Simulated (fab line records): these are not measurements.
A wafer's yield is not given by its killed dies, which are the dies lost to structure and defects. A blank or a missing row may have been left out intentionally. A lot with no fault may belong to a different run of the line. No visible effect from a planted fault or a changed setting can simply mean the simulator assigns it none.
Which tool was responsible? || flow n5Finfet || Sampling: 14 lots, 42 wafers, 2 of 1938 route steps

WHAT THE GAUGES SHOWED, per wafer
N5_GATE_CUT_CD_MEAS_13 targets a cd of 20 nm. Usual: cdNm 20.13 nm, standard deviation 0.23.
{"lot": "L473", "measured": "day 4 20:40", "on": "cdSem-03", "cdNm (nm)": "20.41 20.09 20.12", "flag": ""}
{"lot": "L476", "measured": "day 5 10:38", "on": "cdSem-03", "cdNm (nm)": "20.18 20.09 19.80", "flag": ""}
{"lot": "L477", "measured": "day 5 15:22", "on": "cdSem-02", "cdNm (nm)": "- - -", "flag": "OFF"}
{"lot": "L478", "measured": "day 6 00:49", "on": "cdSem-02", "cdNm (nm)": "- - -", "flag": "OFF"}
{"lot": "L484", "measured": "day 7 13:01", "on": "cdSem-02", "cdNm (nm)": "19.87 20.18 20.25", "flag": ""}
{"lot": "L485", "measured": "day 7 17:55", "on": "cdSem-03", "cdNm (nm)": "20.39 20.11 19.59", "flag": ""}
{"lot": "L486", "measured": "day 8 02:32", "on": "cdSem-03", "cdNm (nm)": "19.90 19.99 20.43", "flag": ""}
{"lot": "L489", "measured": "day 8 19:29", "on": "cdSem-01", "cdNm (nm)": "20.31 19.88 20.18", "flag": ""}
{"lot": "L490", "measured": "day 9 03:48", "on": "cdSem-02", "cdNm (nm)": "20.09 20.45 20.03", "flag": ""}
{"lot": "L491", "measured": "day 9 06:08", "on": "cdSem-03", "cdNm (nm)": "20.24 20.02 19.95", "flag": ""}
{"lot": "L492", "measured": "day 9 13:53", "on": "cdSem-03", "cdNm (nm)": "20.05 20.11 20.16", "flag": ""}
{"lot": "L493", "measured": "day 9 19:04", "on": "cdSem-03", "cdNm (nm)": "19.91 20.24 19.81", "flag": ""}
{"lot": "L494", "measured": "day 10 01:11", "on": "cdSem-01", "cdNm (nm)": "19.92 20.30 20.67", "flag": ""}
{"lot": "L495", "measured": "day 10 07:08", "on": "cdSem-01", "cdNm (nm)": "19.69 19.93 20.44", "flag": ""}

WHICH TOOL RAN EACH LOT (tool, then ch and the chambers of the sampled wafers, then the start)
{"lot": "L473", "N5_GATE_CUT_EXPOSE_10": "euvScanner-02 ch 0, day 4 20:32"}
{"lot": "L476", "N5_GATE_CUT_EXPOSE_10": "euvScanner-01 ch 0, day 5 10:31"}
{"lot": "L477", "N5_GATE_CUT_EXPOSE_10": "euvScanner-02, day 5 15:14"}
{"lot": "L478", "N5_GATE_CUT_EXPOSE_10": "euvScanner-01, day 6 00:41"}
{"lot": "L484", "N5_GATE_CUT_EXPOSE_10": "euvScanner-01 ch 0, day 7 12:53"}
{"lot": "L485", "N5_GATE_CUT_EXPOSE_10": "euvScanner-02 ch 0, day 7 17:47"}
{"lot": "L486", "N5_GATE_CUT_EXPOSE_10": "euvScanner-01 ch 0, day 8 02:23"}
{"lot": "L489", "N5_GATE_CUT_EXPOSE_10": "euvScanner-02 ch 0, day 8 19:22"}
{"lot": "L490", "N5_GATE_CUT_EXPOSE_10": "euvScanner-02 ch 0, day 9 03:40"}
{"lot": "L491", "N5_GATE_CUT_EXPOSE_10": "euvScanner-01 ch 0, day 9 06:01"}
{"lot": "L492", "N5_GATE_CUT_EXPOSE_10": "euvScanner-01 ch 0, day 9 13:46"}
{"lot": "L493", "N5_GATE_CUT_EXPOSE_10": "euvScanner-02 ch 0, day 9 18:55"}
{"lot": "L494", "N5_GATE_CUT_EXPOSE_10": "euvScanner-02 ch 0, day 10 01:03"}
{"lot": "L495", "N5_GATE_CUT_EXPOSE_10": "euvScanner-01 ch 0, day 10 07:01"}
- N5_GATE_CUT_EXPOSE_10: exposes mask GATE CUT, target cd 20 nm.

WHAT THE TOOLS THEMSELVES READ (means of the sampled wafers that have a number; where no wafer has one, the mark that the record gives instead)
N5_GATE_CUT_EXPOSE_10. Usual: exposureDoseMJCm2 43.18, standard deviation 0.053; focusOffsetNm 0.0 nm, standard deviation 0.63.
{"lot": "L473", "tool": "euvScanner-02", "exposureDoseMJCm2": 43.20, "focusOffsetNm (nm)": 1.4, "flag": ""}
{"lot": "L476", "tool": "euvScanner-01", "exposureDoseMJCm2": 43.20, "focusOffsetNm (nm)": 0.4, "flag": ""}
{"lot": "L477", "tool": "euvScanner-02", "exposureDoseMJCm2": "-", "focusOffsetNm (nm)": "-", "flag": "OFF"}
{"lot": "L478", "tool": "euvScanner-01", "exposureDoseMJCm2": "-", "focusOffsetNm (nm)": "-", "flag": "OFF"}
{"lot": "L484", "tool": "euvScanner-01", "exposureDoseMJCm2": 43.12, "focusOffsetNm (nm)": -0.4, "flag": ""}
{"lot": "L485", "tool": "euvScanner-02", "exposureDoseMJCm2": 43.25, "focusOffsetNm (nm)": 0.0, "flag": ""}
{"lot": "L486", "tool": "euvScanner-01", "exposureDoseMJCm2": 43.06, "focusOffsetNm (nm)": 0.1, "flag": ""}
{"lot": "L489", "tool": "euvScanner-02", "exposureDoseMJCm2": 43.30, "focusOffsetNm (nm)": -0.2, "flag": ""}
{"lot": "L490", "tool": "euvScanner-02", "exposureDoseMJCm2": 43.17, "focusOffsetNm (nm)": 0.2, "flag": ""}
{"lot": "L491", "tool": "euvScanner-01", "exposureDoseMJCm2": 43.15, "focusOffsetNm (nm)": 0.1, "flag": ""}
{"lot": "L492", "tool": "euvScanner-01", "exposureDoseMJCm2": 43.20, "focusOffsetNm (nm)": -0.2, "flag": ""}
{"lot": "L493", "tool": "euvScanner-02", "exposureDoseMJCm2": 43.15, "focusOffsetNm (nm)": 0.5, "flag": ""}
{"lot": "L494", "tool": "euvScanner-02", "exposureDoseMJCm2": 43.18, "focusOffsetNm (nm)": -0.1, "flag": ""}
{"lot": "L495", "tool": "euvScanner-01", "exposureDoseMJCm2": 43.13, "focusOffsetNm (nm)": -0.3, "flag": ""}

THE ANSWER, worked out from the rows above alone
Rule: a lot counts as off when the mean over its wafers that have a number is more than 3 standard deviations away from the usual mean. A lot without any number at a reading at which 4 lots or more have one is off too. Any other lot the step has rows for is counted as sound. After the gauges, taken in route order, come the tools' own readings; for these a lot's mean is taken, as printed above. At the first step where some lot is off, the reading lying furthest off is the one used; lots without a number count as furthest.
Off at N5_GATE_CUT_CD_MEAS_13 (cdNm): L477, L478. Without a number there: L477, L478.
A tool fits if, at a process step before that reading, it ran every lot that is off, and no sound lot after the first of them. Not tried: the gauges at N5_GATE_CUT_CD_MEAS_13; whatever is off there is also off at N5_GATE_CUT_EXPOSE_10, on other tools, and gauge error can't account for it. Not one of the candidates tried fits.

WHAT THE SIMULATOR HAD PUT IN
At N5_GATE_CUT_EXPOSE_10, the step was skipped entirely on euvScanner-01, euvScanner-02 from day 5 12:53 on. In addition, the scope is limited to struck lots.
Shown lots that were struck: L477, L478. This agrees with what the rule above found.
